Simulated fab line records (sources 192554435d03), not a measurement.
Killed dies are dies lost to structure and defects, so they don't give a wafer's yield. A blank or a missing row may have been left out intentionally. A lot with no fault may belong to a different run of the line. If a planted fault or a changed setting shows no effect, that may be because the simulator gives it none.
fab line records -- flow n5-finfet -- part 1 of 2: steps 1 to 18 of 26
record: lots: 5, wafers: 15, last-day: 16
route steps=1938 shown GATE_CUT@465
lots untouched by any fault: they come from a run of this same line in which no faults occurred
start-h: hours from the record's opening day to when the first of the lot's shown wafers began -- wait-h: hours since the lot's step before -- " as in the row above -- L1.1+2: a row that stands for several wafers -- - no value, or no start given -- * or withheld: withheld -- < > ~ a bound
route shown NAME@n: names a module that has steps shown in the file, with the first one's number in the route -- usual: the fault-free wafers' mean and standard deviation -- same: alike in all rows -- chamber/n: place in a boat -- sites: the reading at each site -- _std_site: their standard deviation -- _edge_site: outer sites' mean less inner sites' -- radius-mm: how far each site lies from the wafer's centre -- mask NAME#n: copy n -- behind: the tool/chamber that last shaped the wafer -- hold: reason for holding the lot/hours on hold/outcome of the hold -- device: transistor that didn't switch, given as n, p or np -- end of line: tests of these same wafers at the route's end -- a step with no rows: only its recipe -- killed: not the wafer's yield, but the dies lost to structure and defects at the first sort -- map: per-die view of a wafer (x killed, . not killed, _ where there is no die)
set.NAME: the run value of the setting; set.NAME@STEP: its run value at that earlier step -- model.NAME: the simulator's own value behind a step, which no gauge read
a table for each step, a row for each wafer; lots at some steps of the route
services: the hour from which a tool's chamber was out of use, counted from the record's first day as start-h (under 0 if before that day), plus the number of hours and why
== steps ==
step: N5_GATE_CUT_ETCHBACK_00
recipe: chemistry: SF6/Cl2, target: W, pressure-mtorr: 8, icp-w: 900, bias-w: 80, SF6_flow_sccm: 40, Cl2_flow_sccm: 60
usual: drypump-motor-current-A: 5.6/0.42, mfc-cl2-sccm: 59.98/0.16, oes-product-au: 0.76/0.12, throttle-valve-pct: 27.69/0.26
lot.wafer,tool,chamber,start-h,wait-h,drypump-motor-current-A,mfc-cl2-sccm,oes-product-au,rf-hours-counter-h,throttle-valve-pct
L085.1,rie-metal-02,1,147.00,0.0,6.3,60.08,0.84,19,27.32
L085.5,rie-metal-02,0,147.00,0.0,5.2,59.73,0.87,-,27.34
L085.6,rie-metal-02,1,147.00,0.0,6.3,59.91,0.85,-,27.32
L089.4,rie-metal-02,1,170.09,0.1,6.3,60.08,0.84,-,27.31
L089.5,rie-metal-02,1,170.09,0.1,6.3,59.88,0.83,-,27.32
L089.6,rie-metal-02,0,170.09,0.1,5.2,59.99,0.86,-,27.32
L091.1,rie-metal-01,0,183.43,0.0,5.1,60.08,0.97,1,27.85
L091.4,rie-metal-01,1,183.43,0.0,5.7,60.05,0.69,-,27.75
L091.6,rie-metal-01,0,183.43,0.0,5.2,60.00,0.96,-,27.88
L092.1,rie-metal-02,0,186.39,0.0,5.1,59.99,0.86,18,27.33
L092.3,rie-metal-02,1,186.39,0.0,6.3,60.46,0.83,-,27.33
L092.5,rie-metal-02,1,186.39,0.0,6.3,59.96,0.83,-,27.32
L094.1,rie-metal-01,1,199.70,0.0,5.7,60.42,0.68,83,27.74
L094.5,rie-metal-01,1,199.70,0.0,5.8,59.99,0.69,-,27.73
L094.6,rie-metal-01,0,199.70,0.0,5.1,60.09,0.95,-,27.87
step: N5_GATE_CUT_ETCH_56
recipe: chemistry: Cl2/Ar, target: TiN, target-depth-a: 216, pressure-mtorr: 10, icp-w: 600, bias-w: 60, Cl2_flow_sccm: 40, Ar_flow_sccm: 60
usual: drypump-motor-current-A: 5.6/0.42, mfc-cl2-sccm: 39.98/0.14, oes-product-au: 0.76/0.12, throttle-valve-pct: 21.00/0.27
lot.wafer,tool,chamber,start-h,wait-h,drypump-motor-current-A,mfc-cl2-sccm,oes-product-au,rf-hours-counter-h,throttle-valve-pct
L085.1,rie-metal-02,1,147.12,0.1,6.3,39.64,0.84,19,20.61
L085.5,rie-metal-02,0,147.12,0.1,5.1,40.08,0.87,-,20.61
L085.6,rie-metal-02,1,147.12,0.1,6.3,39.86,0.84,-,20.61
L089.4,rie-metal-02,1,170.20,0.1,6.3,40.02,0.83,-,20.62
L089.5,rie-metal-02,1,170.20,0.1,6.3,40.06,0.83,-,20.64
L089.6,rie-metal-02,0,170.20,0.1,5.2,40.05,0.87,-,20.62
L091.1,rie-metal-01,0,183.55,0.1,5.1,39.79,0.96,1,21.10
L091.4,rie-metal-01,1,183.55,0.1,5.7,39.85,0.68,-,21.08
L091.6,rie-metal-01,0,183.55,0.1,5.1,39.78,0.96,-,21.12
L092.1,rie-metal-02,0,186.51,0.1,5.1,39.89,0.86,18,20.63
L092.3,rie-metal-02,1,186.51,0.1,6.3,39.98,0.83,-,20.61
L092.5,rie-metal-02,1,186.51,0.1,6.3,39.86,0.83,-,20.63
L094.1,rie-metal-01,1,199.82,0.1,5.7,39.94,0.69,83,21.06
L094.5,rie-metal-01,1,199.82,0.1,5.7,39.91,0.68,-,21.08
L094.6,rie-metal-01,0,199.82,0.1,5.1,39.90,0.94,-,21.11
step: N5_GATE_CUT_ETCHBACK_30
recipe: chemistry: Cl2/Ar, target: TiN, target-depth-a: 30, mode: isotropic, pressure-mtorr: 10, icp-w: 600, bias-w: 60, Cl2_flow_sccm: 40, Ar_flow_sccm: 60
usual: drypump-motor-current-A: 5.6/0.42, mfc-cl2-sccm: 40.00/0.13, oes-product-au: 0.77/0.12, throttle-valve-pct: 21.00/0.27
lot.wafer,tool,chamber,start-h,wait-h,drypump-motor-current-A,mfc-cl2-sccm,oes-product-au,rf-hours-counter-h,throttle-valve-pct
L085.1,rie-metal-02,1,147.21,0.1,6.4,40.16,0.83,19,20.63
L085.5,rie-metal-02,0,147.21,0.1,5.2,40.15,0.88,-,20.61
L085.6,rie-metal-02,1,147.21,0.1,6.3,40.08,0.85,-,20.61
L089.4,rie-metal-02,1,170.27,0.0,6.4,40.04,0.83,-,20.64
L089.5,rie-metal-02,1,170.27,0.0,6.4,40.10,0.83,-,20.64
L089.6,rie-metal-02,0,170.27,0.0,5.2,39.93,0.85,-,20.65
L091.1,rie-metal-01,0,183.64,0.1,5.1,40.02,0.97,1,21.11
L091.4,rie-metal-01,1,183.64,0.1,5.8,39.93,0.70,-,21.07
L091.6,rie-metal-01,0,183.64,0.1,5.1,40.09,0.97,-,21.10
L092.1,rie-metal-02,0,186.60,0.1,5.2,39.88,0.86,18,20.62
L092.3,rie-metal-02,1,186.60,0.1,6.3,40.11,0.83,-,20.63
L092.5,rie-metal-02,1,186.60,0.1,6.3,40.16,0.83,-,20.63
L094.1,rie-metal-01,1,199.91,0.1,5.8,39.84,0.69,83,21.08
L094.5,rie-metal-01,1,199.91,0.1,5.8,39.74,0.69,-,21.06
L094.6,rie-metal-01,0,199.91,0.1,5.1,40.14,0.95,-,21.11
step: N5_GATE_CUT_VAPOR_ETCH_60
recipe: chemistry: BCl3/Cl2, target: HfO2, mode: isotropic
usual: drypump-motor-current-A: 5.6/0.42, oes-product-au: 0.76/0.12
lot.wafer,tool,chamber,start-h,wait-h,drypump-motor-current-A,oes-product-au
L085.1,rie-metal-02,1,147.24,0.0,6.3,0.84
L085.5,rie-metal-02,0,147.24,0.0,5.2,0.88
L085.6,rie-metal-02,1,147.24,0.0,6.3,0.83
L089.4,rie-metal-02,1,170.30,0.0,6.3,0.82
L089.5,rie-metal-02,1,170.30,0.0,6.4,0.83
L089.6,rie-metal-02,0,170.30,0.0,5.1,0.86
L091.1,rie-metal-01,0,183.67,0.0,5.1,0.98
L091.4,rie-metal-01,1,183.67,0.0,5.8,0.69
L091.6,rie-metal-01,0,183.67,0.0,5.2,0.97
L092.1,rie-metal-02,0,186.63,0.0,5.1,0.86
L092.3,rie-metal-02,1,186.63,0.0,6.3,0.83
L092.5,rie-metal-02,1,186.63,0.0,6.3,0.83
L094.1,rie-metal-01,1,199.94,0.0,5.8,0.69
L094.5,rie-metal-01,1,199.94,0.0,5.7,0.69
L094.6,rie-metal-01,0,199.94,0.0,5.2,0.96
step: N5_GATE_CUT_ETCH_58
recipe: chemistry: CH3F/O2, target: SiNx, target-depth-a: 170, time-s: 128.6, ion-energy-ev: 50, pressure-mtorr: 30, source-w: 415, bias-w: 21, Ar_flow_sccm: 150, CH3F_flow_sccm: 30, O2_flow_sccm: 20
usual: drypump-motor-current-A: 5.5/0.52, oes-product-au: 0.75/0.052, rf-vpp-V: 99.0/0.97, showerhead-plenum-p-Torr: 1.97/0.073, throttle-valve-pct: 16.30/0.19
lot.wafer,tool,chamber,start-h,wait-h,drypump-motor-current-A,oes-product-au,rf-hours-counter-h,rf-vpp-V,showerhead-plenum-p-Torr,throttle-valve-pct
L085.1,rie-diel-01,1,147.29,0.0,4.7,0.72,179,99.4,2.08,16.58
L085.5,rie-diel-01,2,147.29,0.0,6.3,0.73,-,99.4,2.00,16.16
L085.6,rie-diel-01,1,147.29,0.0,4.7,0.72,-,100.2,2.08,16.57
L089.4,rie-diel-02,0,170.34,0.0,5.3,0.88,44,100.3,2.12,15.96
L089.5,rie-diel-02,3,170.34,0.0,5.9,0.78,-,99.6,2.01,16.26
L089.6,rie-diel-02,2,170.34,0.0,5.1,0.76,-,96.8,1.92,16.23
L091.1,rie-diel-06,1,183.72,0.0,5.0,0.77,145,98.7,1.92,16.35
L091.4,rie-diel-06,3,183.72,0.0,5.6,0.67,230,97.0,1.89,16.31
L091.6,rie-diel-06,2,183.72,0.0,5.0,0.74,-,98.8,1.92,16.34
L092.1,rie-diel-06,0,186.68,0.0,5.6,0.72,159,99.2,2.00,16.62
L092.3,rie-diel-06,2,186.68,0.0,5.0,0.74,156,97.9,1.92,16.34
L092.5,rie-diel-06,3,186.68,0.0,5.6,0.68,-,97.9,1.89,16.31
L094.1,rie-diel-01,2,200.00,0.0,6.3,0.72,164,98.5,1.99,16.19
L094.5,rie-diel-01,0,200.00,0.0,5.4,0.79,-,96.6,1.85,16.14
L094.6,rie-diel-01,3,200.00,0.0,5.7,0.70,-,97.5,1.98,16.44
step: N5_GATE_CUT_STRIP_59
recipe: chemistry: N2/H2, time-s: 20, power-w: 100, temp-c: 40, pressure-mtorr: 100, rf-frequency-hz: 6e+07, bias-power-w: 3, n2-flow-sccm: 300, h2-flow-sccm: 300
usual: drypump-motor-current-A: 5.5/0.52, n2-flow-sccm: 300.1/0.92, oes-product-au: 0.75/0.052, rf-vpp-V: 45.3/0.92, showerhead-plenum-p-Torr: 3.32/0.12, temp-c: 40.01/0.1, throttle-valve-pct: 12.23/0.2
lot.wafer,tool,chamber,start-h,wait-h,drypump-motor-current-A,n2-flow-sccm,oes-product-au,rf-hours-counter-h,rf-vpp-V,showerhead-plenum-p-Torr,temp-c,throttle-valve-pct
L085.1,rie-diel-01,1,147.39,0.1,4.7,299.7,0.72,179,45.8,3.49,40.02,12.42
L085.5,rie-diel-01,2,147.39,0.1,6.3,300.8,0.73,-,47.0,3.37,40.01,12.07
L085.6,rie-diel-01,1,147.39,0.1,4.7,300.9,0.72,-,47.1,3.49,40.10,12.41
L089.4,rie-diel-02,0,170.44,0.1,5.3,301.4,0.89,44,46.2,3.58,39.90,11.87
L089.5,rie-diel-02,3,170.44,0.1,5.9,301.2,0.78,-,46.4,3.38,39.98,12.14
L089.6,rie-diel-02,2,170.44,0.1,5.1,301.0,0.76,-,43.0,3.24,39.95,12.19
L091.1,rie-diel-06,1,183.82,0.1,5.0,300.7,0.77,145,44.4,3.25,39.78,12.21
L091.4,rie-diel-06,3,183.82,0.1,5.6,300.8,0.68,230,44.1,3.20,40.05,12.37
L091.6,rie-diel-06,2,183.82,0.1,5.0,299.7,0.75,-,45.2,3.24,40.12,12.20
L092.1,rie-diel-06,0,186.78,0.1,5.5,300.1,0.73,159,45.3,3.37,39.84,12.59
L092.3,rie-diel-06,2,186.78,0.1,5.0,299.6,0.74,156,44.0,3.24,39.88,12.21
L092.5,rie-diel-06,3,186.78,0.1,5.6,299.2,0.67,-,43.8,3.20,39.82,12.39
L094.1,rie-diel-01,2,200.10,0.1,6.3,301.0,0.73,164,45.5,3.36,40.14,12.13
L094.5,rie-diel-01,0,200.10,0.1,5.4,300.3,0.78,-,43.8,3.13,39.95,11.99
L094.6,rie-diel-01,3,200.10,0.1,5.8,300.6,0.69,-,45.4,3.34,40.06,12.49
step: N5_GATE_CUT_PRECLEAN_31
recipe: temp-c: 23, chemistry: DIW, time-s: 300
usual: temp-c: 23.01/0.1
lot.wafer,tool,chamber,start-h,wait-h,temp-c
L085.1,wet-bench-05,2,147.48,0.1,22.95
L085.5,wet-bench-05,7,147.48,0.1,23.07
L085.6,wet-bench-05,0,147.48,0.1,23.07
L089.4,wet-bench-01,4,170.53,0.1,22.92
L089.5,wet-bench-01,7,170.53,0.1,22.86
L089.6,wet-bench-01,0,170.53,0.1,23.03
L091.1,wet-bench-05,5,183.90,0.1,23.03
L091.4,wet-bench-05,7,183.90,0.1,23.02
L091.6,wet-bench-05,4,183.90,0.1,23.01
L092.1,wet-bench-01,5,186.87,0.1,22.91
L092.3,wet-bench-01,0,186.87,0.1,23.22
L092.5,wet-bench-01,7,186.87,0.1,22.90
L094.1,wet-bench-01,1,200.18,0.1,23.05
L094.5,wet-bench-01,4,200.18,0.1,22.95
L094.6,wet-bench-01,2,200.18,0.1,23.14
step: N5_GATE_CUT_SRD_32
recipe: time-s: 30, temp-c: 23, rinse-liquid: diw, dry: ipa-marangoni
usual: temp-c: 23.00/0.11
lot.wafer,tool,chamber,start-h,wait-h,temp-c
L085.1,wet-bench-05,2,147.56,0.0,22.90
L085.5,wet-bench-05,7,147.56,0.0,23.15
L085.6,wet-bench-05,0,147.56,0.0,22.83
L089.4,wet-bench-01,4,170.61,0.0,22.91
L089.5,wet-bench-01,7,170.61,0.0,23.06
L089.6,wet-bench-01,0,170.61,0.0,22.89
L091.1,wet-bench-05,5,183.99,0.0,23.16
L091.4,wet-bench-05,7,183.99,0.0,23.11
L091.6,wet-bench-05,4,183.99,0.0,23.09
L092.1,wet-bench-01,5,186.98,0.0,22.92
L092.3,wet-bench-01,0,186.98,0.0,22.90
L092.5,wet-bench-01,7,186.98,0.0,23.16
L094.1,wet-bench-01,1,200.27,0.0,23.11
L094.5,wet-bench-01,4,200.27,0.0,23.03
L094.6,wet-bench-01,2,200.27,0.0,22.71
step: N5_GATE_CUT_SAC_CAP_01
recipe: material: SiNx, target-thk-a: 240, temp-c: 400, ald-precursor-family: SiH2I2, ald-co-reactant: N2/H2-plasma, pulse-time-s: 1, ald-cycles: 480, purge-time-s: 2, co-reactant-purge-time-s: 2, pressure-torr: 2
usual: heater-power-w: 868/86, precursor-pulse-height-rel: 0.999/0.02
same: co-reactant-purge-time-s: 2
lot.wafer,tool,chamber,start-h,wait-h,heater-power-w,precursor-pulse-height-rel
L085.1,ald-sin-03,2,147.61,0.0,845,0.990
L085.5,ald-sin-03,2,148.69,1.1,848,0.983
L085.6,ald-sin-03,1,148.69,1.1,1030,1.017
L089.4,ald-sin-01,0,170.66,0.0,857,0.977
L089.5,ald-sin-01,1,171.75,1.1,844,0.992
L089.6,ald-sin-01,2,171.75,1.1,926,1.009
L091.1,ald-sin-04,1,184.48,0.5,933,0.989
L091.4,ald-sin-04,3,184.48,0.5,698,0.979
L091.6,ald-sin-04,2,185.57,1.6,868,1.005
L092.1,ald-sin-03,3,187.03,0.0,913,1.013
L092.3,ald-sin-03,2,187.03,0.0,844,0.989
L092.5,ald-sin-03,1,188.12,1.1,1032,1.000
L094.1,ald-sin-04,3,200.32,0.0,689,0.978
L094.5,ald-sin-04,2,201.41,1.1,893,1.012
L094.6,ald-sin-04,1,201.41,1.1,926,1.017
step: N5_GATE_CUT_PECVD_57
recipe: material: SiNx, target-thk-a: 210, temp-c: 400, precursor: SiH4/NH3/N2, pressure-torr: 1.5, rf-w: 300
usual: heater-power-w: 826/120, showerhead-plenum-p-Torr: 5.16/0.078, throttle-valve-pct: 40.1/2.7
lot.wafer,tool,chamber,start-h,wait-h,heater-power-w,showerhead-plenum-p-Torr,throttle-valve-pct
L085.1,pecvd-01,0,149.80,1.1,720,5.16,41.4
L085.5,pecvd-01,0,149.80,1.1,727,5.16,41.5
L085.6,pecvd-01,1,149.80,1.1,958,5.18,42.1
L089.4,pecvd-03,1,172.88,1.1,1071,5.22,35.3
L089.5,pecvd-03,2,172.88,1.1,819,5.06,41.1
L089.6,pecvd-03,0,172.88,1.1,649,5.28,42.8
L091.1,pecvd-03,1,186.68,1.1,1086,5.21,35.3
L091.4,pecvd-03,0,186.68,1.1,721,5.28,43.0
L091.6,pecvd-03,1,186.68,1.1,1074,5.21,35.3
L092.1,pecvd-04,2,189.23,1.1,746,5.06,36.6
L092.3,pecvd-04,1,189.23,1.1,796,5.13,41.7
L092.5,pecvd-04,2,189.23,1.1,752,5.06,36.7
L094.1,pecvd-04,0,202.52,1.1,813,5.19,39.7
L094.5,pecvd-04,0,202.52,1.1,811,5.20,39.5
L094.6,pecvd-04,1,202.52,1.1,704,5.12,41.7
step: N5_GATE_CUT_CMP_02
recipe: stop-on: SiO2, t-overpolish-s: 12.7, post-cmp-clean: alkaline-brush, down-force-psi: 2.5, platen-rpm: 51.8, pad-velocity-m-s: 1.0307, target-thk-nm: 0
usual: motor-current-A: 9.2/1.2, overpolish-run-s: 12.699/0.009, time-to-endpoint-s: 24.4/2.3
lot.wafer,tool,chamber,start-h,wait-h,motor-current-A,overpolish-run-s,time-to-endpoint-s
L085.1,cmp-01,3,149.99,0.2,9.6,12.705,23.4
L085.5,cmp-01,0,149.99,0.2,7.8,12.685,22.4
L085.6,cmp-01,1,149.99,0.2,7.7,12.696,21.4
L089.4,cmp-01,1,173.04,0.1,6.8,12.695,21.4
L089.5,cmp-01,2,173.04,0.1,8.7,12.700,25.4
L089.6,cmp-01,3,173.04,0.1,10.0,12.687,25.8
L091.4,cmp-02,2,186.75,0.0,10.7,12.708,23.1
L091.1,cmp-02,3,186.75,0.0,9.1,12.696,24.2
L091.6,cmp-02,3,186.75,0.0,9.5,12.700,23.3
L092.1,cmp-04,0,189.30,0.1,8.6,12.703,25.5
L092.3,cmp-04,3,189.30,0.1,8.8,12.684,22.0
L092.5,cmp-04,1,189.30,0.1,8.6,12.708,26.3
L094.1,cmp-02,3,202.59,0.1,9.3,12.694,23.6
L094.6,cmp-02,3,202.59,0.1,9.1,12.701,23.7
L094.5,cmp-02,0,202.59,0.1,9.1,12.698,24.0
step: N5_GATE_CUT_HM_DEP_46
recipe: material: SiO2, target-thk-a: 1300, temp-c: 400, precursor: TEOS/O2, pressure-torr: 6.5, rf-w: 900, teos-flow-sccm: 161.4, gas: O2, flow-sccm: 2650, time-s: 26.6
usual: heater-power-w: 605/110, showerhead-plenum-p-Torr: 8.36/0.042, throttle-valve-pct: 18.7/1.2
lot.wafer,tool,chamber,start-h,wait-h,heater-power-w,showerhead-plenum-p-Torr,throttle-valve-pct
L085.1,pecvd-04,0,150.21,0.0,524,8.38,18.3
L085.5,pecvd-04,1,150.21,0.0,532,8.33,19.6
L085.6,pecvd-04,2,150.21,0.0,615,8.31,17.2
L089.4,pecvd-03,1,173.28,0.1,804,8.40,16.5
L089.5,pecvd-03,2,173.28,0.1,593,8.30,19.1
L089.6,pecvd-03,0,173.28,0.1,523,8.44,20.2
L091.1,pecvd-03,1,187.08,0.0,853,8.38,16.8
L091.4,pecvd-03,1,187.08,0.0,853,8.38,16.7
L091.6,pecvd-03,0,187.08,0.0,471,8.42,20.0
L092.1,pecvd-04,0,189.63,0.0,580,8.36,18.4
L092.3,pecvd-04,2,189.63,0.0,540,8.29,17.0
L092.5,pecvd-04,0,189.63,0.0,608,8.37,18.5
L094.1,pecvd-01,0,202.92,0.0,487,8.38,19.6
L094.5,pecvd-01,2,202.92,0.0,517,8.28,18.8
L094.6,pecvd-01,1,202.92,0.0,604,8.37,19.6
step: N5_GATE_CUT_COAT_34
recipe: resist: SOC, temp-c: 250, time-s: 60, spin-rpm: 1500, resist-thk-nm: 60
usual: dispense-pressure-kPa: 45/4, resist-line-temp-C: 22.98/0.1
lot.wafer,tool,chamber,start-h,wait-h,dispense-pressure-kPa,resist-line-temp-C
L085.1,litho-track-05,0,150.27,0.0,41,23.15
L085.5,litho-track-05,0,150.27,0.0,41,23.23
L085.6,litho-track-05,0,150.27,0.0,41,23.15
L089.4,litho-track-05,0,173.33,0.0,41,22.97
L089.5,litho-track-05,0,173.33,0.0,41,23.07
L089.6,litho-track-05,0,173.33,0.0,41,22.94
L091.1,litho-track-03,0,187.15,0.0,50,22.84
L091.4,litho-track-03,0,187.15,0.0,50,23.02
L091.6,litho-track-03,0,187.15,0.0,50,22.88
L092.1,litho-track-05,0,189.70,0.0,41,23.01
L092.3,litho-track-05,0,189.70,0.0,41,22.91
L092.5,litho-track-05,0,189.70,0.0,41,22.99
L094.1,litho-track-04,0,202.99,0.0,48,22.94
L094.5,litho-track-04,0,202.99,0.0,48,22.76
L094.6,litho-track-04,0,202.99,0.0,48,23.17
step: N5_GATE_CUT_COAT_35
recipe: resist: SiARC, temp-c: 220, time-s: 60, spin-rpm: 1500, resist-thk-nm: 10
usual: dispense-pressure-kPa: 45/4.1, resist-line-temp-C: 22.99/0.092
lot.wafer,tool,chamber,start-h,wait-h,dispense-pressure-kPa,resist-line-temp-C
L085.1,litho-track-05,0,-,-,41,22.94
L085.5,litho-track-05,0,-,-,41,23.07
L085.6,litho-track-05,0,-,-,41,23.11
L089.4,litho-track-05,0,-,-,41,23.09
L089.5,litho-track-05,0,-,-,41,23.18
L089.6,litho-track-05,0,-,-,41,22.99
L091.1,litho-track-03,0,-,-,50,23.06
L091.4,litho-track-03,0,-,-,50,23.11
L091.6,litho-track-03,0,-,-,50,22.90
L092.1,litho-track-05,0,-,-,41,23.06
L092.3,litho-track-05,0,-,-,41,23.01
L092.5,litho-track-05,0,-,-,41,23.06
L094.1,litho-track-04,0,-,-,48,23.06
L094.5,litho-track-04,0,-,-,48,23.09
L094.6,litho-track-04,0,-,-,48,22.80
step: N5_GATE_CUT_COAT_27
recipe: resist: underlayer, temp-c: 205, time-s: 60, spin-rpm: 1500, resist-thk-nm: 10
usual: dispense-pressure-kPa: 45/4.1, resist-line-temp-C: 23.00/0.1
lot.wafer,tool,chamber,start-h,wait-h,dispense-pressure-kPa,resist-line-temp-C
L085.1,litho-track-05,0,-,-,41,23.01
L085.5,litho-track-05,0,-,-,41,22.84
L085.6,litho-track-05,0,-,-,41,22.94
L089.4,litho-track-05,0,-,-,41,23.07
L089.5,litho-track-05,0,-,-,41,23.01
L089.6,litho-track-05,0,-,-,41,23.04
L091.1,litho-track-03,0,-,-,50,23.20
L091.4,litho-track-03,0,-,-,50,23.16
L091.6,litho-track-03,0,-,-,50,23.08
L092.1,litho-track-05,0,-,-,41,22.94
L092.3,litho-track-05,0,-,-,41,22.93
L092.5,litho-track-05,0,-,-,41,22.95
L094.1,litho-track-04,0,-,-,48,22.94
L094.5,litho-track-04,0,-,-,48,22.91
L094.6,litho-track-04,0,-,-,48,22.97
step: N5_GATE_CUT_COAT_07
recipe: resist: CAR-EUV, spin-rpm: 1500, resist-thk-nm: 30
usual: dispense-pressure-kPa: 45/4.1, resist-line-temp-C: 23.01/0.098
lot.wafer,tool,chamber,start-h,wait-h,dispense-pressure-kPa,resist-line-temp-C
L085.1,litho-track-05,0,-,-,41,22.98
L085.5,litho-track-05,0,-,-,41,22.91
L085.6,litho-track-05,0,-,-,41,22.82
L089.4,litho-track-05,0,-,-,41,22.93
L089.5,litho-track-05,0,-,-,41,22.99
L089.6,litho-track-05,0,-,-,41,22.91
L091.1,litho-track-03,0,-,-,50,22.90
L091.4,litho-track-03,0,-,-,50,23.00
L091.6,litho-track-03,0,-,-,50,23.11
L092.1,litho-track-05,0,-,-,41,22.90
L092.3,litho-track-05,0,-,-,41,23.04
L092.5,litho-track-05,0,-,-,41,23.06
L094.1,litho-track-04,0,-,-,48,23.07
L094.5,litho-track-04,0,-,-,48,22.93
L094.6,litho-track-04,0,-,-,48,22.97
step: N5_GATE_CUT_EBR_09
recipe: solvent: PGMEA, ebr-width-mm: 1.5
usual: resist-line-temp-C: 23.00/0.12
lot.wafer,tool,chamber,start-h,wait-h,resist-line-temp-C
L085.1,litho-track-05,0,-,-,23.09
L085.5,litho-track-05,0,-,-,23.13
L085.6,litho-track-05,0,-,-,23.12
L089.4,litho-track-05,0,-,-,22.99
L089.5,litho-track-05,0,-,-,23.13
L089.6,litho-track-05,0,-,-,23.01
L091.1,litho-track-03,0,-,-,23.15
L091.4,litho-track-03,0,-,-,23.13
L091.6,litho-track-03,0,-,-,23.17
L092.1,litho-track-05,0,-,-,22.91
L092.3,litho-track-05,0,-,-,22.87
L092.5,litho-track-05,0,-,-,23.12
L094.1,litho-track-04,0,-,-,23.22
L094.5,litho-track-04,0,-,-,23.27
L094.6,litho-track-04,0,-,-,23.26
step: N5_GATE_CUT_SOFTBAKE_08
recipe: temp-c: 110, time-s: 60, resist: CAR-EUV
usual: resist-line-temp-C: 23.01/0.096
lot.wafer,tool,chamber,start-h,wait-h,resist-line-temp-C
L085.1,litho-track-05,0,-,-,22.84
L085.5,litho-track-05,0,-,-,23.07
L085.6,litho-track-05,0,-,-,22.98
L089.4,litho-track-05,0,-,-,22.94
L089.5,litho-track-05,0,-,-,23.10
L089.6,litho-track-05,0,-,-,23.09
L091.1,litho-track-03,0,-,-,23.23
L091.4,litho-track-03,0,-,-,22.83
L091.6,litho-track-03,0,-,-,22.98
L092.1,litho-track-05,0,-,-,22.96
L092.3,litho-track-05,0,-,-,23.20
L092.5,litho-track-05,0,-,-,23.07
L094.1,litho-track-04,0,-,-,22.92
L094.5,litho-track-04,0,-,-,23.01
L094.6,litho-track-04,0,-,-,22.99
